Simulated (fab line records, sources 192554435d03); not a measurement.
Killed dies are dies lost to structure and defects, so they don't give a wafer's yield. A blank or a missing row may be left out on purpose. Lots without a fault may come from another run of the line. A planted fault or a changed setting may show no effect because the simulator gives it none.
fab line records | flow n5_finfet | part 1 of 2: steps 1 to 19 of 29
record lots=5 wafers=15 last_day=16
route steps=1938 shown BEOL_M10@1493
lots that met no fault: from a run of the same line without faults
start_h: hours from the record's first day to the start of the lot's first wafer shown | wait_h: hours since the lot's step before | " the same as in the row above | L1.1+2: a row that stands for several wafers | - no value, or no start given | * or withheld: withheld | < > ~ a bound
route shown NAME@n: a module of which the file shows steps, and the number in the route of the first | usual: mean/standard deviation of fault-free wafers | same: alike in all rows | chamber/n: place in a boat | sites: the reading at each site | _std_site: their standard deviation | _edge_site: outer sites' mean less inner sites' | radius_mm: how far each site lies from the wafer's centre | mask NAME#n: copy n | behind: the tool/chamber that last shaped the wafer | hold: why the lot was held/for how many hours/how that ended | device: the transistor (n, p or np) that didn't switch | end of line: the same wafers' tests at the end of the route | a step without rows: its recipe alone | killed: dies lost to structure and defects at the first sort, not the wafer's yield | map: a wafer's dies, x killed, . not, _ none there
set.NAME: the setting as run; set.NAME@STEP: as run at that earlier step | model.NAME: the simulator's own value behind a step, which no gauge read
lots at some steps of the route; a table a step, a row a wafer
services: from which hour (start_h, from the record's first day; less than 0 if before it) a tool's chamber was out of use, for how many hours, and why
## steps
# step N5_BEOL_M10_CD_MEAS_18
# recipe pitch_nm=140 target_cd_nm=70
# usual cd_nm=69.9/0.79
# columns lot.wafer tool chamber start_h wait_h cd_nm
L082.1 cd_sem-01 - 270.23 0.0 69.3
L082.5 " - " " 69.7
L082.6 " - " " 69.6
L088.1 cd_sem-02 - 320.66 0.0 71.0
L088.4 " - " " 71.0
L088.5 " - " " 71.2
L089.3 cd_sem-01 - 324.80 0.1 69.7
L089.4 " - " " 69.5
L089.6 " - " " 68.4
L090.1 cd_sem-01 - 336.61 0.0 70.2
L090.2 " - " " 69.4
L090.4 " - " " 69.3
L093.2 cd_sem-02 - 345.41 0.1 69.3
L093.5 " - " " 68.5
L093.6 " - " " 69.9
# step N5_BEOL_M10_COAT_63
# recipe resist=SOC temp_c=250 time_s=60 spin_rpm=1500 resist_thk_nm=100
# usual chill_plate_temp_C=22.99/0.1 dispense_pressure_kPa=48/3.8 heater_power_total_W=500.3/1.8
# columns lot.wafer tool chamber start_h wait_h chill_plate_temp_C dispense_pressure_kPa heater_power_total_W
L082.1 litho_track-01 0 270.49 0.3 22.97 46 501.7
L082.5 " 0 " " 22.94 46 498.3
L082.6 " 0 " " 22.99 46 501.3
L088.1 litho_track-04 0 323.35 2.7 23.05 53 499.3
L088.4 " 0 " " 22.93 53 503.4
L088.5 " 0 " " 23.01 53 502.3
L089.3 litho_track-01 0 327.09 2.3 22.84 46 499.9
L089.4 " 0 " " 22.97 46 501.0
L089.6 " 0 " " 22.86 46 498.6
L090.1 litho_track-04 0 336.65 0.0 22.95 53 497.5
L090.2 " 0 " " 23.03 53 498.9
L090.4 " 0 " " 23.04 53 501.9
L093.2 litho_track-04 0 345.46 0.0 23.01 53 501.1
L093.5 " 0 " " 23.01 53 497.4
L093.6 " 0 " " 23.06 53 500.7
# step N5_BEOL_M10_COAT_64
# recipe resist=SiARC temp_c=220 time_s=60 spin_rpm=1500 resist_thk_nm=30
# usual chill_plate_temp_C=22.97/0.1 dispense_pressure_kPa=48/3.8 heater_power_total_W=427.5/2.1
# columns lot.wafer tool chamber start_h wait_h chill_plate_temp_C dispense_pressure_kPa heater_power_total_W
L082.1 litho_track-01 0 - - 23.04 46 425.8
L082.5 " 0 " " 23.11 46 428.5
L082.6 " 0 " " 23.14 46 429.7
L088.1 litho_track-04 0 - - 22.91 53 427.2
L088.4 " 0 " " 22.83 53 430.3
L088.5 " 0 " " 22.93 53 426.4
L089.3 litho_track-01 0 - - 22.94 45 430.8
L089.4 " 0 " " 22.93 46 425.9
L089.6 " 0 " " 22.87 46 425.5
L090.1 litho_track-04 0 - - 22.89 53 425.1
L090.2 " 0 " " 23.11 53 425.3
L090.4 " 0 " " 23.06 53 427.0
L093.2 litho_track-04 0 - - 23.14 53 430.0
L093.5 " 0 " " 23.01 53 426.2
L093.6 " 0 " " 23.33 53 429.5
# step N5_BEOL_M10_COAT_22
# recipe resist=CAR-ArF spin_rpm=1500 resist_thk_nm=90
# usual chill_plate_temp_C=23.03/0.11 dispense_pressure_kPa=48/3.8
# columns lot.wafer tool chamber start_h wait_h chill_plate_temp_C dispense_pressure_kPa
L082.1 litho_track-01 0 - - 23.06 46
L082.5 " 0 " " 22.96 46
L082.6 " 0 " " 23.22 46
L088.1 litho_track-04 0 - - 22.94 53
L088.4 " 0 " " 23.12 53
L088.5 " 0 " " 23.21 53
L089.3 litho_track-01 0 - - 23.00 46
L089.4 " 0 " " 22.92 46
L089.6 " 0 " " 23.05 46
L090.1 litho_track-04 0 - - 23.04 53
L090.2 " 0 " " 22.92 53
L090.4 " 0 " " 22.92 53
L093.2 litho_track-04 0 - - 23.05 53
L093.5 " 0 " " 22.99 53
L093.6 " 0 " " 23.09 53
# step N5_BEOL_M10_EBR_24
# recipe solvent=PGMEA ebr_width_mm=1.5
# usual chill_plate_temp_C=23.03/0.1
# columns lot.wafer tool chamber start_h wait_h chill_plate_temp_C
L082.1 litho_track-01 0 - - 22.86
L082.5 " 0 " " 23.03
L082.6 " 0 " " 23.05
L088.1 litho_track-04 0 - - 23.04
L088.4 " 0 " " 23.19
L088.5 " 0 " " 22.95
L089.3 litho_track-01 0 - - 23.02
L089.4 " 0 " " 23.11
L089.6 " 0 " " 23.07
L090.1 litho_track-04 0 - - 23.01
L090.2 " 0 " " 23.04
L090.4 " 0 " " 22.95
L093.2 litho_track-04 0 - - 23.04
L093.5 " 0 " " 22.98
L093.6 " 0 " " 22.86
# step N5_BEOL_M10_SOFTBAKE_23
# recipe temp_c=110 time_s=60 resist=CAR-ArF
# usual chill_plate_temp_C=22.99/0.11 heater_power_total_W=175.4/1.6
# columns lot.wafer tool chamber start_h wait_h chill_plate_temp_C heater_power_total_W
L082.1 litho_track-01 0 - - 23.15 176.4
L082.5 " 0 " " 23.06 176.8
L082.6 " 0 " " 22.99 176.7
L088.1 litho_track-04 0 - - 23.02 176.0
L088.4 " 0 " " 23.04 175.3
L088.5 " 0 " " 23.03 176.0
L089.3 litho_track-01 0 - - 23.04 173.9
L089.4 " 0 " " 22.93 177.4
L089.6 " 0 " " 22.98 173.1
L090.1 litho_track-04 0 - - 22.98 173.4
L090.2 " 0 " " 22.91 173.9
L090.4 " 0 " " 22.90 173.0
L093.2 litho_track-04 0 - - 22.98 174.1
L093.5 " 0 " " 22.94 174.4
L093.6 " 0 " " 23.07 175.3
# step N5_BEOL_M10_EXPOSE_25
# recipe mask_id=V9 na=1.35 source_shape=annular sigma_inner=0.5 sigma_outer=0.8 polarization=unpolarized dose_mj=85.5
# columns lot.wafer tool chamber start_h wait_h mask
L082.1+5+6 arfi_scanner-03 0 270.61 - V9#0
L088.1+4+5 arfi_scanner-03 0 323.59 - V9#0
L089.3+4+6 arfi_scanner-03 0 327.23 - V9#0
L090.1+2+4 arfi_scanner-01 0 336.89 - V9#0
L093.2+5+6 arfi_scanner-03 0 345.71 - V9#0
# step N5_BEOL_M10_PEB_26
# recipe peb_temp_c=withheld peb_time_s=60 resist=CAR-ArF
# usual chill_plate_temp_C=23.00/0.11
# columns lot.wafer tool chamber start_h wait_h chill_plate_temp_C
L082.1 litho_track-02 0 270.67 0.1 22.97
L082.5 " 0 " " 22.84
L082.6 " 0 " " 23.01
L088.1 litho_track-02 0 323.65 0.1 23.00
L088.4 " 0 " " 22.83
L088.5 " 0 " " 22.83
L089.3 litho_track-02 0 327.28 0.0 23.00
L089.4 " 0 " " 23.03
L089.6 " 0 " " 23.09
L090.1 litho_track-02 0 336.96 0.1 22.83
L090.2 " 0 " " 22.91
L090.4 " 0 " " 22.93
L093.2 litho_track-04 0 345.76 0.1 22.92
L093.5 " 0 " " 22.95
L093.6 " 0 " " 22.96
# step N5_BEOL_M10_DEVELOP_27
# recipe develop_time_s=30 developer=TMAH resist=CAR-ArF rinse_liquid=diw dry=air_spin dev_temp_c=23
# usual chill_plate_temp_C=23.00/0.11
# same develop_time_s=30
# columns lot.wafer tool chamber start_h wait_h chill_plate_temp_C
L082.1 litho_track-02 0 - - 22.89
L082.5 " 0 " " 22.66
L082.6 " 0 " " 22.93
L088.1 litho_track-02 0 - - 22.84
L088.4 " 0 " " 22.97
L088.5 " 0 " " 22.92
L089.3 litho_track-02 0 - - 23.09
L089.4 " 0 " " 23.14
L089.6 " 0 " " 23.10
L090.1 litho_track-02 0 - - 22.80
L090.2 " 0 " " 22.88
L090.4 " 0 " " 22.93
L093.2 litho_track-04 0 - - 23.09
L093.5 " 0 " " 23.07
L093.6 " 0 " " 22.98
# step N5_BEOL_M10_CD_MEAS_28
# recipe target_cd_nm=70 landing_energy_ev=500 detector=se_inlens polarity=opening
# usual cd_nm=70.2/1.2
# columns lot.wafer tool chamber start_h wait_h cd_nm
L082.1 cd_sem-03 0 270.74 - 68.9
L082.5 " 0 " " 71.0
L082.6 " 0 " " 71.0
L088.1 cd_sem-02 0 323.72 - 68.4
L088.4 " 0 " " 69.7
L088.5 " 0 " " 69.9
L089.3 cd_sem-02 0 327.35 - 68.9
L089.4 " 0 " " 69.2
L089.6 " 0 " " 69.6
L090.1 cd_sem-02 0 337.02 - 69.8
L090.2 " 0 " " 69.7
L090.4 " 0 " " 71.0
L093.2 cd_sem-01 0 345.83 - 71.3
L093.5 " 0 " " 68.5
L093.6 " 0 " " 72.1
# step N5_BEOL_M10_OVL_MEAS_29
# recipe points_per_wafer=44
# usual V9_OVL=0.0/0.78
# columns lot.wafer tool chamber start_h wait_h V9_OVL[nm]
L082.1 overlay-02 0 270.77 0.0 0.3
L082.5 " 0 " " 0.1
L082.6 " 0 " " 0.0
L088.1 overlay-02 0 323.75 0.0 -0.9
L088.4 " 0 " " 0.3
L088.5 " 0 " " -0.8
L089.3 overlay-01 0 327.37 0.0 -1.1
L089.4 " 0 " " 0.2
L089.6 " 0 " " -0.3
L090.1 overlay-02 0 337.06 0.0 -0.4
L090.2 " 0 " " -1.3
L090.4 " 0 " " -0.1
L093.2 overlay-02 0 345.86 0.0 -0.2
L093.5 " 0 " " -0.6
L093.6 " 0 " " 0.5
# step N5_BEOL_M10_INSPECT_30
# recipe mode=adi inspect_instrument=brightfield
# usual raw_defect_count=436/98
# columns lot.wafer tool chamber start_h wait_h raw_defect_count
L082.1 defect_inspect-02 - 270.79 0.0 417
L082.5 " - " " 348
L082.6 " - " " 330
L088.1 defect_inspect-01 - 323.77 0.0 585
L088.4 " - " " 541
L088.5 " - " " 636
L089.3 defect_inspect-01 - 327.40 0.0 433
L089.4 " - " " 451
L089.6 " - " " 603
L090.1 defect_inspect-01 - 337.08 0.0 438
L090.2 " - " " 483
L090.4 " - " " 342
L093.2 defect_inspect-01 - 345.88 0.0 439
L093.5 " - " " 378
L093.6 " - " " 398
# step N5_BEOL_M10_DESCUM_33
# recipe chemistry=O2 time_s=7.9 source_power_w=50 bias_power_w=20 pressure_mtorr=20 rf_frequency_hz=2.712e+07 temp_c=40 resist=CAR-ArF o2_flow_sccm=225
# usual drypump_motor_current_A=5.7/0.31 oes_product_au=0.80/0.067 rf_vpp_V=243.3/1.5 showerhead_plenum_p_Torr=2.09/0.08 throttle_valve_pct=20.38/0.3
# columns lot.wafer tool chamber start_h wait_h drypump_motor_current_A oes_product_au rf_hours_counter_h rf_vpp_V showerhead_plenum_p_Torr throttle_valve_pct
L082.1 rie_diel-01 3 270.83 0.0 5.5 0.91 28 244.8 2.23 20.00
L082.5 " 0 " " 5.7 0.80 - 242.0 2.03 20.50
L082.6 " 1 " " 5.5 0.88 - 243.5 2.12 20.15
L088.1 rie_diel-06 0 323.81 0.0 5.7 0.69 210 241.7 1.98 20.93
L088.4 " 1 " " 6.0 0.82 98 246.1 2.21 20.24
L088.5 " 1 " " 6.0 0.83 - 246.6 2.21 20.23
L089.3 rie_diel-02 3 327.44 0.0 6.1 0.68 237 242.7 2.09 20.50
L089.4 " 0 " " 6.0 0.80 125 243.6 2.08 20.44
L089.6 " 2 " " 5.3 0.82 - 241.7 2.01 19.96
L090.1 rie_diel-06 3 337.16 0.1 5.3 0.78 120 240.2 2.00 20.68
L090.2 " 0 " " 5.7 0.70 213 243.0 1.98 20.92
L090.4 " 2 " " 5.1 0.81 88 243.1 2.12 20.55
L093.2 rie_diel-06 2 345.92 0.0 5.2 0.81 92 242.7 2.12 20.57
L093.5 " 1 " " 6.0 0.83 - 244.5 2.20 20.24
L093.6 " 3 " " 5.3 0.79 - 242.8 2.00 20.68
# step N5_BEOL_M10_ETCH_65
# recipe chemistry=CF4 target=SiARC target_depth_a=390 mask_material=CAR-ArF time_s=65 ion_energy_ev=80 pressure_mtorr=40 source_w=545 bias_w=36 Ar_flow_sccm=100 cf4_flow_sccm=100 ends=cleared
# usual drypump_motor_current_A=5.7/0.32 etch_rf_on_time_s=64.6/1.9 oes_product_au=0.68/0.057 rf_vpp_V=184.1/1.2 showerhead_plenum_p_Torr=2.14/0.084 throttle_valve_pct=15.57/0.26
# columns lot.wafer tool chamber start_h wait_h drypump_motor_current_A etch_rf_on_time_s oes_product_au rf_hours_counter_h rf_vpp_V showerhead_plenum_p_Torr throttle_valve_pct
L082.1 rie_diel-01 3 270.86 0.0 5.5 63.2 0.80 28 184.5 2.26 15.09
L082.5 " 0 " " 5.7 60.7 0.70 - 183.1 2.08 15.68
L082.6 " 1 " " 5.5 62.1 0.77 - 183.1 2.15 15.19
L088.1 rie_diel-06 0 323.84 0.0 5.7 66.1 0.60 210 182.1 2.03 15.96
L088.4 " 1 " " 6.0 63.0 0.71 98 186.4 2.27 15.45
L088.5 " 1 " " 6.0 62.5 0.73 - 185.5 2.27 15.45
L089.3 rie_diel-02 3 327.47 0.0 6.1 65.2 0.59 237 183.5 2.10 15.63
L089.4 " 0 " " 6.0 63.9 0.66 125 183.5 2.14 15.69
L089.6 " 2 " " 5.3 64.5 0.71 - 183.3 2.07 15.22
L090.1 rie_diel-06 3 337.20 0.0 5.3 66.1 0.67 120 184.8 2.09 16.04
L090.2 " 0 " " 5.7 65.2 0.60 213 182.5 2.02 15.98
L090.4 " 2 " " 5.1 63.4 0.71 88 185.0 2.16 15.64
L093.2 rie_diel-06 2 345.95 0.0 5.1 64.1 0.70 92 186.0 2.16 15.63
L093.5 " 1 " " 5.9 62.1 0.71 - 184.9 2.27 15.48
L093.6 " 3 " " 5.2 67.7 0.65 - 183.3 2.09 16.05
# step N5_BEOL_M10_ETCH_66
# recipe chemistry=N2/H2 target=SOC target_depth_a=1200 overetch_a=240 mask_material=SiARC temp_c=40 time_s=180 ion_energy_ev=200 pressure_mtorr=30 source_w=840 bias_w=150 n2_flow_sccm=200 h2_flow_sccm=200
# usual drypump_motor_current_A=5.7/0.31 oes_product_au=0.64/0.05 rf_vpp_V=523.9/2.8 showerhead_plenum_p_Torr=2.54/0.099 throttle_valve_pct=17.78/0.29
# columns lot.wafer tool chamber start_h wait_h drypump_motor_current_A oes_product_au rf_hours_counter_h rf_vpp_V showerhead_plenum_p_Torr throttle_valve_pct
L082.1 rie_diel-01 3 270.91 0.0 5.5 0.74 28 528.4 2.70 17.25
L082.5 " 0 " " 5.7 0.65 - 521.8 2.50 18.07
L082.6 " 1 " " 5.5 0.71 - 525.3 2.64 17.96
L088.1 rie_diel-06 0 323.89 0.0 5.7 0.58 210 520.8 2.41 18.21
L088.4 " 1 " " 6.0 0.66 98 528.0 2.67 17.53
L088.5 " 1 " " 6.0 0.66 - 526.9 2.67 17.53
L089.3 rie_diel-02 3 327.52 0.0 6.1 0.56 238 521.9 2.49 17.60
L089.4 " 0 " " 6.0 0.64 125 524.3 2.58 18.06
L089.6 " 2 " " 5.3 0.68 - 521.4 2.49 17.58
L090.1 rie_diel-06 3 337.25 0.0 5.3 0.65 120 521.1 2.44 18.16
L090.2 " 0 " " 5.7 0.57 213 521.4 2.41 18.22
L090.4 " 2 " " 5.2 0.65 88 523.3 2.55 17.74
L093.2 rie_diel-06 2 346.00 0.0 5.2 0.65 92 524.2 2.54 17.75
L093.5 " 1 " " 6.0 0.66 - 526.9 2.67 17.53
L093.6 " 3 " " 5.3 0.64 - 521.7 2.44 18.16
# step N5_BEOL_M10_STRIP_69
# recipe chemistry=N2/H2 temp_c=40 n2_flow_sccm=200 h2_flow_sccm=200 rf_frequency_hz=6e+07
# columns lot.wafer tool chamber start_h wait_h
L082.1+5+6 rie_diel-01 3,0,1 271.03 0.1
L088.1+4+5 rie_diel-06 0,1,1 324.01 0.1
L089.3+4+6 rie_diel-02 3,0,2 327.63 0.1
L090.1+2+4 rie_diel-06 3,0,2 337.36 0.1
L093.2+5+6 rie_diel-06 2,1,3 346.12 0.1
# step N5_BEOL_M10_VIA_ETCH_34
# recipe chemistry=C4F6/O2 target=SiCOH_lowk target_depth_a=1845 mask_material=SOC taper_deg=4 time_s=69.2 ion_energy_ev=250 pressure_mtorr=30 source_w=345 bias_w=185 Ar_flow_sccm=300 C4F6_flow_sccm=10 O2_flow_sccm=10
# usual C4F6_flow_sccm=10.00/0.031 drypump_motor_current_A=5.7/0.31 oes_product_au=0.80/0.067 rf_vpp_V=665/16 showerhead_plenum_p_Torr=2.84/0.11 throttle_valve_pct=20.8/0.31
# columns lot.wafer tool chamber start_h wait_h C4F6_flow_sccm drypump_motor_current_A oes_product_au rf_hours_counter_h rf_vpp_V showerhead_plenum_p_Torr throttle_valve_pct
L082.1 rie_diel-01 3 271.04 0.0 10.01 5.5 0.92 28 666 3.02 20.4
L082.5 " 0 " " 10.05 5.7 0.82 - 661 2.77 21.0
L082.6 " 1 " " 10.07 5.5 0.90 - 667 2.86 20.5
L088.1 rie_diel-06 0 324.02 0.0 9.92 5.7 0.70 210 637 2.69 21.2
L088.4 " 1 " " 10.02 6.0 0.83 98 659 3.01 20.8
L088.5 " 1 " " 10.04 6.0 0.83 - 658 3.01 20.8
L089.3 rie_diel-02 3 327.64 0.0 10.00 6.1 0.68 238 663 2.78 20.7
L089.4 " 0 " " 10.00 6.0 0.80 125 681 2.84 21.0
L089.6 " 2 " " 10.01 5.4 0.82 - 662 2.73 20.4
L090.1 rie_diel-06 3 337.37 0.0 9.99 5.3 0.80 120 698 2.78 21.5
L090.2 " 0 " " 9.98 5.7 0.70 213 637 2.68 21.2
L090.4 " 2 " " 10.01 5.1 0.83 88 681 2.86 20.9
L093.2 rie_diel-06 2 346.13 0.0 10.02 5.2 0.82 92 682 2.85 20.9
L093.5 " 1 " " 9.99 6.0 0.83 - 657 3.00 20.8
L093.6 " 3 " " 10.00 5.3 0.78 - 698 2.78 21.5
# step N5_BEOL_M10_STRIP_73
# recipe chemistry=C4F6/O2 resist=SiARC rf_frequency_hz=6e+07
# columns lot.wafer tool chamber start_h wait_h
L082.1+5+6 rie_diel-01 3,0,1 271.09 0.0
L088.1+4+5 rie_diel-06 0,1,1 324.07 0.0
L089.3+4+6 rie_diel-02 3,0,2 327.70 0.0
L090.1+2+4 rie_diel-06 3,0,2 337.42 0.0
L093.2+5+6 rie_diel-06 2,1,3 346.18 0.0
# step N5_BEOL_M10_STRIP_36
# recipe chemistry=N2/H2 power_w=450 temp_c=40 pressure_mtorr=20 rf_frequency_hz=6e+07 overash_fraction=0.3 bias_power_w=7 h2_frac=0.5 n2_flow_sccm=200 h2_flow_sccm=200
# usual drypump_motor_current_A=5.7/0.32 oes_product_au=0.80/0.068 power_w=449.9/1.5 rf_vpp_V=59.3/1.9 showerhead_plenum_p_Torr=2.54/0.099 throttle_valve_pct=23.6/0.39
# columns lot.wafer tool chamber start_h wait_h drypump_motor_current_A oes_product_au power_w rf_hours_counter_h rf_vpp_V showerhead_plenum_p_Torr throttle_valve_pct
L082.1 rie_diel-01 3 271.10 0.0 5.5 0.91 449.9 28 60.9 2.70 23.0
L082.5 " 0 " " 5.7 0.78 451.5 - 58.0 2.49 24.0
L082.6 " 1 " " 5.6 0.88 448.9 - 61.9 2.63 24.1
L088.1 rie_diel-06 0 324.08 0.0 5.7 0.70 448.8 210 60.9 2.40 24.1
L088.4 " 1 " " 6.0 0.82 450.6 98 61.1 2.67 23.4
L088.5 " 1 " " 6.0 0.83 450.7 - 59.9 2.67 23.4
L089.3 rie_diel-02 3 327.71 0.0 6.1 0.68 449.5 238 60.1 2.48 23.1
L089.4 " 0 " " 6.0 0.81 447.6 125 59.7 2.57 23.9
L089.6 " 2 " " 5.4 0.85 453.1 - 58.6 2.49 23.3
L090.1 rie_diel-06 3 337.43 0.0 5.3 0.78 449.4 120 57.0 2.44 24.0
L090.2 " 0 " " 5.7 0.70 451.6 213 59.7 2.40 24.1
L090.4 " 2 " " 5.2 0.82 451.2 88 57.8 2.54 23.6
L093.2 rie_diel-06 2 346.19 0.0 5.1 0.82 451.6 92 61.4 2.54 23.6
L093.5 " 1 " " 6.0 0.82 450.1 - 62.7 2.66 23.4
L093.6 " 3 " " 5.3 0.78 449.1 - 58.0 2.44 24.0
